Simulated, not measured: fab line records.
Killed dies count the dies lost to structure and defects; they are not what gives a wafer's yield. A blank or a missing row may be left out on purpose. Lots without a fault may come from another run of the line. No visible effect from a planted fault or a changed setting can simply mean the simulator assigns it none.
Struck lot and sound lot, side by side -- flow nand_harc -- 41 steps out of a route of 1159
Sound: the wafers L397.2, L397.4, L397.6. Struck: wafers L395.2, L395.3, L395.6. The cause is given at the end.
Each step with rows lists, per side, the tool, then ch with its chambers, then its first start. Under that, the readings that differ: sound wafers -- struck wafers -- difference of the means -- sigmas: that difference in standard deviations of wafers without a fault.
alike: readings with means less than 2 such deviations apart, plus words and numbers identical on both sides. not compared: withheld readings, readings lacking a value on some wafer, bounds such as >300 that could conceal the same value, and numbers that have no deviation in the record and whose values overlap.
Wherever a step has rows on one side only, a row that says differs or no value, or a row with sigmas, the two part there. Numbers that don't overlap but have no deviation are shown without sigmas and don't part them. Lack of a reading on every wafer of one side parts them only where that side has two or more wafers.

first, 4 steps without rows for these wafers: NHARC_A_M1_EBR_05; NHARC_A_M1_EXPOSE_06 (exposes mask A M1, target cd 120 nm); NHARC_A_M1_PEB_07 (peb time 65 s); NHARC_A_M1_DEVELOP_08 (develop time 35 s).
NHARC_A_M1_CD_MEAS_09: target cd 120 nm.
  sound on cd_sem-02 ch 0, day 20 18:00; struck on cd_sem-02 ch 0, day 19 21:43
  alike: cd_nm
NHARC_A_M1_OVL_MEAS_10: pitch 240 nm.
  sound: overlay-01 at day 20 18:05; struck: overlay-02 at day 19 21:49
  alike: overlay_x_nm, overlay_y_nm
NHARC_A_M1_INSPECT_11:
  sound: defect_inspect-01 at day 20 18:08; struck: defect_inspect-02 at day 19 21:51
  alike: raw_defect_count
then, 2 steps without rows for these wafers: NHARC_A_M1_DESCUM_14 (chemistry O2, time 3 s); NHARC_A_M1_ETCH_35 (etches the open film in N2/H2, target depth 40 nm, overetch 12 nm, time 43.94 s).
NHARC_A_M1_ETCH_15: etches the open film in C4F8/Ar, target depth 182.5 nm, time 91.2 s.
  sound on rie_diel-02 ch 0,1,3; struck on rie_diel-12 ch 0,2
reading,sound,struck,difference,sigmas
oes_product_au (a.u.),0.933 0.919 0.915,0.969 0.996 1.004,+0.067,+3
  alike: bias_w, rf_vpp_V
  not compared: rf_hours_counter_h
NHARC_A_M1_CD_MEAS_16:
  sound: cd_sem-01 at day 20 18:31; struck: cd_sem-01 at day 19 22:13
reading,sound,struck,difference,sigmas
cd_nm (nm),122.2 121.9 120.6,118.7 120.6 119.3,-2.0,-2
NHARC_A_M1_STRIP_18: strips in N2/H2.
  sound on rie_diel-05 ch 1,2, day 20 18:35; struck on rie_diel-02 ch 0,2, day 19 22:17
  alike: drypump_motor_current_A, oes_product_au, rf_vpp_V, showerhead_plenum_p_Torr, throttle_valve_pct
  not compared: rf_hours_counter_h
NHARC_A_M1_ETCH_28: etches the open film in CF4/N2, target depth 30 nm, time 72.99 s.
  sound on rie_diel-05 ch 2,3, day 20 18:50; struck on rie_diel-02 ch 0,2, day 19 22:32
  alike: bias_w, drypump_motor_current_A, oes_product_au, rf_vpp_V, showerhead_plenum_p_Torr, throttle_valve_pct
  not compared: rf_hours_counter_h
then, 8 steps without rows for these wafers: NHARC_A_M1_STRIP_19 (strips in post etch residue remover, time 600 s); NHARC_A_M1_DEGAS_29 (time 60 s); NHARC_A_M1_PRE_CLEAN_30 (time 30 s); NHARC_A_M1_PVD_20 (deposits TaN, target thk 5 nm, time 8.06 s); NHARC_A_M1_PVD_21 (deposits Cu, target thk 30 nm, time 20.49 s); NHARC_A_M1_ECD_22 (material Cu, target thk 400 nm); NHARC_A_M1_ANNEAL_31 (time 90 s); NHARC_A_M1_CMP_23 (polishes, t overpolish 20 s, target thk 154.34 nm).
NHARC_A_M1_THK_MEAS_24: measures by xrf.
  sound: film_metro-01 at day 20 20:41; struck: film_metro-01 at day 20 00:20
  alike: thk_nm
then, 1 step without rows for these wafers: NHARC_A_M1_SRD_25.
NHARC_A_M1_PRE_CLEAN_32: time 12 s.
  sound on pecvd-02 ch 0,1,2, day 20 20:56; struck on pecvd-02 ch 0,1, day 20 00:48
  alike: heater_power_w
NHARC_A_M1_DEP_33: deposits SiCN, target thk 30 nm.
  sound on pecvd-02 ch 0,1,2, day 20 21:01; struck on pecvd-02 ch 0,1, day 20 00:55
  alike: heater_power_w
then, 1 step without rows for these wafers: NHARC_A_BONDPAD_DEP_00 (deposits SiCN, target thk 250 nm).
NHARC_A_BONDPAD_CMP_29: polishes SiCN, target thk 200 nm.
  sound on cmp-04 ch 1,2,3, day 20 21:59; struck on cmp-02 ch 1,2,3, day 20 01:53
  alike: edge_zone_pressure_frac, motor_current_A
NHARC_A_BONDPAD_THK_MEAS_30: measures by ellipsometry.
  sound: film_metro-02 at day 20 22:14; struck: film_metro-02 at day 20 02:05
  alike: thk_nm
then, 10 steps without rows for these wafers: NHARC_A_BONDPAD_SRD_31; NHARC_A_BONDPAD_DEHYDRATE_01 (time 120 s); NHARC_A_BONDPAD_HMDS_02 (time 30 s); NHARC_A_BONDPAD_COAT_33 (time 65 s); NHARC_A_BONDPAD_COAT_03 (resist thk 600 nm); NHARC_A_BONDPAD_SOFTBAKE_04 (time 70 s); NHARC_A_BONDPAD_EBR_05; NHARC_A_BONDPAD_EXPOSE_06 (exposes mask A BPAD); NHARC_A_BONDPAD_PEB_07 (peb time 80 s); NHARC_A_BONDPAD_DEVELOP_08 (time 50 s).
NHARC_A_BONDPAD_CD_MEAS_09: target cd 500 nm.
  sound on cd_sem-03 ch 0, day 20 22:49; struck on cd_sem-01 ch 0, day 20 02:39
  alike: cd_nm
NHARC_A_BONDPAD_OVL_MEAS_35:
  sound: overlay-02 at day 20 22:54; struck: overlay-01 at day 20 02:44
  alike: overlay_x_nm, overlay_y_nm
NHARC_END_SORT_01:
  at this point the record logs the struck wafers (prober-02 ch 0, day 21 13:35) and has no rows for the sound ones

## WHERE THEY PART
Last at NHARC_END_SORT_01 as far as this record goes, first at NHARC_A_M1_ETCH_15.

WHY: the cause the simulator had injected
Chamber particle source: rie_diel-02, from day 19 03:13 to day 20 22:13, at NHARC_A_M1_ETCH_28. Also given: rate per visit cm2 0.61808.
